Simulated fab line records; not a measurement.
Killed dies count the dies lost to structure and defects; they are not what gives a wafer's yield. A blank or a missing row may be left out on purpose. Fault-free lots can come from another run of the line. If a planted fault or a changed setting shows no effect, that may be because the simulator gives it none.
Which of the tools did it? / flow nandHarc / Sampling: 13 lots, 39 wafers, 5 of 1159 route steps

== WHAT EACH GAUGE READ, for each wafer ==
NHARC_P_CONTACT_INSPECT_14. Usual: 3.9 for rawDefectCount, sd 2.1.
lot=L661; measured=day 5 14:08; on=defectInspect-02; rawDefectCount=1 5 2; flag=
lot=L662; measured=day 6 00:02; on=defectInspect-02; rawDefectCount=5 3 1; flag=
lot=L663; measured=day 6 00:37; on=defectInspect-01; rawDefectCount=4 4 5; flag=
lot=L664; measured=day 6 07:28; on=defectInspect-01; rawDefectCount=4 6 9; flag=
lot=L665; measured=day 6 15:38; on=defectInspect-02; rawDefectCount=5 1 4; flag=
lot=L669; measured=day 7 14:21; on=defectInspect-02; rawDefectCount=3 1 4; flag=
lot=L670; measured=day 7 18:22; on=defectInspect-01; rawDefectCount=5 3 6; flag=
lot=L671; measured=day 7 19:01; on=defectInspect-01; rawDefectCount=2 3 2; flag=
lot=L673; measured=day 8 20:41; on=defectInspect-02; rawDefectCount=3 4 6; flag=
lot=L672; measured=day 9 02:13; on=defectInspect-01; rawDefectCount=1 2 8; flag=
lot=L676; measured=day 9 12:41; on=defectInspect-02; rawDefectCount=3 2 4; flag=
lot=L678; measured=day 9 21:29; on=defectInspect-02; rawDefectCount=2 4 4; flag=
lot=L682; measured=day 10 21:40; on=defectInspect-01; rawDefectCount=2 4 3; flag=

NHARC_END_SORT_01. Usual: killedAtArray 25, standard deviation 9.5; killedAtOther 0.8, standard deviation 1.2; killedAtPeriphery 3.4, standard deviation 2.2; killedDies 29, standard deviation 10; killedOpen 3.3, standard deviation 1.8; killedShort 2.1, standard deviation 1.4.
lot=L682; measured=day 25 08:16; on=prober-01; killedAtArray=14 26 15; killedAtOther=0 2 0; killedAtPeriphery=6 388 3; killedDies=20 416 18; killedOpen=4 4 5; killedShort=0 2 0; flag=OFF

== EACH LOT AND THE TOOL THAT RAN IT (in order: tool; ch and the chambers of the sampled wafers; start) ==
lot=L661; NHARC_P_GATE_RTA_82=rtpAnneal-01 ch 0, day 5 11:59; NHARC_P_CONTACT_DEP_00=pecvd-01 ch 1,2, day 5 12:41; NHARC_P_CONTACT_ETCH_31=rieDiel-02 ch 0,2,3, day 5 14:56
lot=L662; NHARC_P_GATE_RTA_82=rtpAnneal-02 ch 0, day 5 22:14; NHARC_P_CONTACT_DEP_00=pecvd-02 ch 0,1,2, day 6 00:02 or earlier; NHARC_P_CONTACT_ETCH_31=rieDiel-07 ch 2,3, day 6 00:53
lot=L663; NHARC_P_GATE_RTA_82=rtpAnneal-02 ch 0, day 5 22:26; NHARC_P_CONTACT_DEP_00=pecvd-01 ch 0,1,2, day 6 00:37 or earlier; NHARC_P_CONTACT_ETCH_31=rieDiel-13 ch 0,1,3, day 6 01:26
lot=L664; NHARC_P_GATE_RTA_82=rtpAnneal-01 ch 0, day 6 05:17; NHARC_P_CONTACT_DEP_00=pecvd-03 ch 0,1, day 6 05:54; NHARC_P_CONTACT_ETCH_31=rieDiel-13 ch 1,2,3, day 6 08:35
lot=L665; NHARC_P_GATE_RTA_82=rtpAnneal-01 ch 0, day 6 13:52; NHARC_P_CONTACT_DEP_00=pecvd-01 ch 1,2, day 6 15:38 or earlier; NHARC_P_CONTACT_ETCH_31=rieDiel-13 ch 1,2, day 6 16:26
lot=L669; NHARC_P_GATE_RTA_82=rtpAnneal-01 ch 0, day 7 11:54; NHARC_P_CONTACT_DEP_00=pecvd-01 ch 0,1,2, day 7 14:21 or earlier; NHARC_P_CONTACT_ETCH_31=rieDiel-13 ch 0,1,2, day 7 15:10
lot=L670; NHARC_P_GATE_RTA_82=rtpAnneal-01 ch 0, day 7 16:18; NHARC_P_CONTACT_DEP_00=pecvd-01 ch 0,1,2, day 7 18:22 or earlier; NHARC_P_CONTACT_ETCH_31=rieDiel-02 ch 0,3, day 7 19:10
lot=L671; NHARC_P_GATE_RTA_82=rtpAnneal-02 ch 0, day 7 17:08; NHARC_P_CONTACT_DEP_00=pecvd-03 ch 1,2, day 7 19:01 or earlier; NHARC_P_CONTACT_ETCH_31=rieDiel-13 ch 1,3, day 7 19:50
lot=L673; NHARC_P_GATE_RTA_82=rtpAnneal-01 ch 0, day 8 18:53; NHARC_P_CONTACT_DEP_00=pecvd-01 ch 0,1, day 8 20:41 or earlier; NHARC_P_CONTACT_ETCH_31=rieDiel-07 ch 0,1,3, day 8 22:00
lot=L672; NHARC_P_GATE_RTA_82=rtpAnneal-02 ch 0, day 9 00:07; NHARC_P_CONTACT_DEP_00=pecvd-03 ch 0,1,2, day 9 02:13 or earlier; NHARC_P_CONTACT_ETCH_31=rieDiel-02 ch 0,1, day 9 03:01
lot=L676; NHARC_P_GATE_RTA_82=rtpAnneal-02 ch 0, day 9 10:36; NHARC_P_CONTACT_DEP_00=pecvd-01 ch 0,2, day 9 11:15; NHARC_P_CONTACT_ETCH_31=rieDiel-02 ch 1,2, day 9 13:37
lot=L678; NHARC_P_GATE_RTA_82=rtpAnneal-02 ch 0, day 9 19:42; NHARC_P_CONTACT_DEP_00=pecvd-03 ch 0,1,2, day 9 21:29 or earlier; NHARC_P_CONTACT_ETCH_31=rieDiel-13 ch 0,1,3, day 9 22:17
lot=L682; NHARC_P_GATE_RTA_82=rtpAnneal-01 ch 0, day 10 19:43; NHARC_P_CONTACT_DEP_00=pecvd-01 ch 0,2, day 10 21:40 or earlier; NHARC_P_CONTACT_ETCH_31=rieDiel-13 ch 0,1,3, day 10 22:28
- NHARC_P_GATE_RTA_82: time 30 s.
- NHARC_P_CONTACT_DEP_00: deposits SiO2, target thk 500 nm.
- NHARC_P_CONTACT_ETCH_31: etches the open film in CH3F/O2, target depth 30 nm, time 85.7 s.

== AS READ BY THE TOOLS THEMSELVES (means over the sampled wafers that have a number; for cases with no such wafer, the mark the record gives instead) ==
NHARC_P_GATE_RTA_82. Usual: lampPowerPct 4.3 %, standard deviation 0.42; lamp_zone_2_pct 4.3 %, standard deviation 0.42; wafer_temp_C_max 452.0, standard deviation 0.46.
lot=L661; tool=rtpAnneal-01; lampPowerPct (%)=4.6; lamp_zone_2_pct (%)=4.6; wafer_temp_C_max=452.4; flag=
lot=L662; tool=rtpAnneal-02; lampPowerPct (%)=3.8; lamp_zone_2_pct (%)=3.8; wafer_temp_C_max=451.7; flag=
lot=L663; tool=rtpAnneal-02; lampPowerPct (%)=3.8; lamp_zone_2_pct (%)=3.8; wafer_temp_C_max=451.7; flag=
lot=L664; tool=rtpAnneal-01; lampPowerPct (%)=4.6; lamp_zone_2_pct (%)=4.6; wafer_temp_C_max=452.3; flag=
lot=L665; tool=rtpAnneal-01; lampPowerPct (%)=4.6; lamp_zone_2_pct (%)=4.6; wafer_temp_C_max=452.3; flag=
lot=L669; tool=rtpAnneal-01; lampPowerPct (%)=4.6; lamp_zone_2_pct (%)=4.6; wafer_temp_C_max=451.8; flag=
lot=L670; tool=rtpAnneal-01; lampPowerPct (%)=4.6; lamp_zone_2_pct (%)=4.6; wafer_temp_C_max=452.0; flag=
lot=L671; tool=rtpAnneal-02; lampPowerPct (%)=3.8; lamp_zone_2_pct (%)=3.8; wafer_temp_C_max=452.2; flag=
lot=L673; tool=rtpAnneal-01; lampPowerPct (%)=4.6; lamp_zone_2_pct (%)=4.6; wafer_temp_C_max=452.3; flag=
lot=L672; tool=rtpAnneal-02; lampPowerPct (%)=3.8; lamp_zone_2_pct (%)=3.8; wafer_temp_C_max=451.7; flag=
lot=L676; tool=rtpAnneal-02; lampPowerPct (%)=3.8; lamp_zone_2_pct (%)=3.8; wafer_temp_C_max=451.3; flag=
lot=L678; tool=rtpAnneal-02; lampPowerPct (%)=3.8; lamp_zone_2_pct (%)=3.8; wafer_temp_C_max=451.7; flag=
lot=L682; tool=rtpAnneal-01; lampPowerPct (%)=4.6; lamp_zone_2_pct (%)=4.6; wafer_temp_C_max=452.3; flag=

NHARC_P_CONTACT_DEP_00. Usual: heaterPowerW 543 W, standard deviation 70; throttleValvePct 15.9 %, standard deviation 0.59.
lot=L661; tool=pecvd-01; heaterPowerW (W)=610; throttleValvePct (%)=15.5; flag=
lot=L662; tool=pecvd-02; heaterPowerW (W)=564; throttleValvePct (%)=16.0; flag=
lot=L663; tool=pecvd-01; heaterPowerW (W)=558; throttleValvePct (%)=15.5; flag=
lot=L664; tool=pecvd-03; heaterPowerW (W)=568; throttleValvePct (%)=16.2; flag=
lot=L665; tool=pecvd-01; heaterPowerW (W)=592; throttleValvePct (%)=15.6; flag=
lot=L669; tool=pecvd-01; heaterPowerW (W)=542; throttleValvePct (%)=15.7; flag=
lot=L670; tool=pecvd-01; heaterPowerW (W)=583; throttleValvePct (%)=15.5; flag=
lot=L671; tool=pecvd-03; heaterPowerW (W)=468; throttleValvePct (%)=16.4; flag=
lot=L673; tool=pecvd-01; heaterPowerW (W)=497; throttleValvePct (%)=15.4; flag=
lot=L672; tool=pecvd-03; heaterPowerW (W)=527; throttleValvePct (%)=16.3; flag=
lot=L676; tool=pecvd-01; heaterPowerW (W)=531; throttleValvePct (%)=15.5; flag=
lot=L678; tool=pecvd-03; heaterPowerW (W)=522; throttleValvePct (%)=16.5; flag=
lot=L682; tool=pecvd-01; heaterPowerW (W)=542; throttleValvePct (%)=15.5; flag=

NHARC_P_CONTACT_ETCH_31. Usual: drypumpMotorCurrentA 5.87 A, standard deviation 0.29; oesProductAu 0.981 a.u., standard deviation 0.014; rfVppV 245.3 V, standard deviation 1.5; runLengthS 107.0 s, standard deviation 0.37; showerheadPlenumPTorr 2.53 Torr, standard deviation 0.099; throttleValvePct 20.664 %, standard deviation 0.0093.
lot=L661; tool=rieDiel-02; drypumpMotorCurrentA (A)=5.90; oesProductAu (a.u.)=0.979; rfVppV (V)=245.5; runLengthS (s)=107.1; showerheadPlenumPTorr (Torr)=2.54; throttleValvePct (%)=20.673; flag=
lot=L662; tool=rieDiel-07; drypumpMotorCurrentA (A)=5.61; oesProductAu (a.u.)=0.995; rfVppV (V)=246.0; runLengthS (s)=106.8; showerheadPlenumPTorr (Torr)=2.62; throttleValvePct (%)=20.666; flag=
lot=L663; tool=rieDiel-13; drypumpMotorCurrentA (A)=5.85; oesProductAu (a.u.)=0.992; rfVppV (V)=245.4; runLengthS (s)=107.0; showerheadPlenumPTorr (Torr)=2.55; throttleValvePct (%)=20.666; flag=
lot=L664; tool=rieDiel-13; drypumpMotorCurrentA (A)=5.87; oesProductAu (a.u.)=0.960; rfVppV (V)=246.3; runLengthS (s)=106.7; showerheadPlenumPTorr (Torr)=2.57; throttleValvePct (%)=20.665; flag=
lot=L665; tool=rieDiel-13; drypumpMotorCurrentA (A)=5.71; oesProductAu (a.u.)=0.943; rfVppV (V)=245.3; runLengthS (s)=106.6; showerheadPlenumPTorr (Torr)=2.50; throttleValvePct (%)=20.669; flag=
lot=L669; tool=rieDiel-13; drypumpMotorCurrentA (A)=5.69; oesProductAu (a.u.)=0.961; rfVppV (V)=244.6; runLengthS (s)=107.0; showerheadPlenumPTorr (Torr)=2.48; throttleValvePct (%)=20.665; flag=
lot=L670; tool=rieDiel-02; drypumpMotorCurrentA (A)=5.92; oesProductAu (a.u.)=0.985; rfVppV (V)=246.6; runLengthS (s)=107.3; showerheadPlenumPTorr (Torr)=2.61; throttleValvePct (%)=20.653; flag=
lot=L671; tool=rieDiel-13; drypumpMotorCurrentA (A)=5.87; oesProductAu (a.u.)=0.967; rfVppV (V)=246.4; runLengthS (s)=106.9; showerheadPlenumPTorr (Torr)=2.62; throttleValvePct (%)=20.669; flag=
lot=L673; tool=rieDiel-07; drypumpMotorCurrentA (A)=5.88; oesProductAu (a.u.)=0.989; rfVppV (V)=245.7; runLengthS (s)=106.7; showerheadPlenumPTorr (Torr)=2.54; throttleValvePct (%)=20.664; flag=
lot=L672; tool=rieDiel-02; drypumpMotorCurrentA (A)=6.21; oesProductAu (a.u.)=0.983; rfVppV (V)=244.3; runLengthS (s)=107.1; showerheadPlenumPTorr (Torr)=2.48; throttleValvePct (%)=20.660; flag=
lot=L676; tool=rieDiel-02; drypumpMotorCurrentA (A)=5.92; oesProductAu (a.u.)=0.986; rfVppV (V)=243.6; runLengthS (s)=107.1; showerheadPlenumPTorr (Torr)=2.40; throttleValvePct (%)=20.670; flag=
lot=L678; tool=rieDiel-13; drypumpMotorCurrentA (A)=5.84; oesProductAu (a.u.)=0.986; rfVppV (V)=245.6; runLengthS (s)=107.0; showerheadPlenumPTorr (Torr)=2.55; throttleValvePct (%)=20.662; flag=
lot=L682; tool=rieDiel-13; drypumpMotorCurrentA (A)=5.86; oesProductAu (a.u.)=0.986; rfVppV (V)=246.1; runLengthS (s)=90.9; showerheadPlenumPTorr (Torr)=2.55; throttleValvePct (%)=20.668; flag=OFF

== THE ANSWER, worked out from the rows above alone ==
Rule: lot off if the mean of its wafers having a number is beyond 3 standard deviations from the usual mean. Also off: a lot with no number at a reading for which 4 or more lots have one. All remaining lots with rows at the step are treated as sound. After the gauges, taken in route order, come the tools' own readings; for these a lot's mean is taken, as printed above. The first step at which some lot is off is used, and at that step the reading that is off furthest; a lot without a number counts as furthest.
Off: L682 (NHARC_END_SORT_01, killedAtPeriphery). Neither off nor sound, because the step has no rows for them: L661, L662, L663, L664, L665, L669, L670, L671, L673, L672, L676, L678.
If a tool, at a process step before that reading, ran all the lots that are off and no sound lot after the first of them, it fits. The gauges at NHARC_END_SORT_01 aren't tried: what is off there is off at NHARC_P_CONTACT_ETCH_31 too, on other tools, and a gauge's error can't cause that. NHARC_P_CONTACT_DEP_00: start missing for some lots; hours and lot order therefore follow NHARC_P_CONTACT_INSPECT_14. Can't be told from this: 3 tools fit, rtpAnneal-01 at NHARC_P_GATE_RTA_82, pecvd-01 at NHARC_P_CONTACT_DEP_00, rieDiel-13 at NHARC_P_CONTACT_ETCH_31.

== WHAT WAS PUT IN BY THE SIMULATOR ==
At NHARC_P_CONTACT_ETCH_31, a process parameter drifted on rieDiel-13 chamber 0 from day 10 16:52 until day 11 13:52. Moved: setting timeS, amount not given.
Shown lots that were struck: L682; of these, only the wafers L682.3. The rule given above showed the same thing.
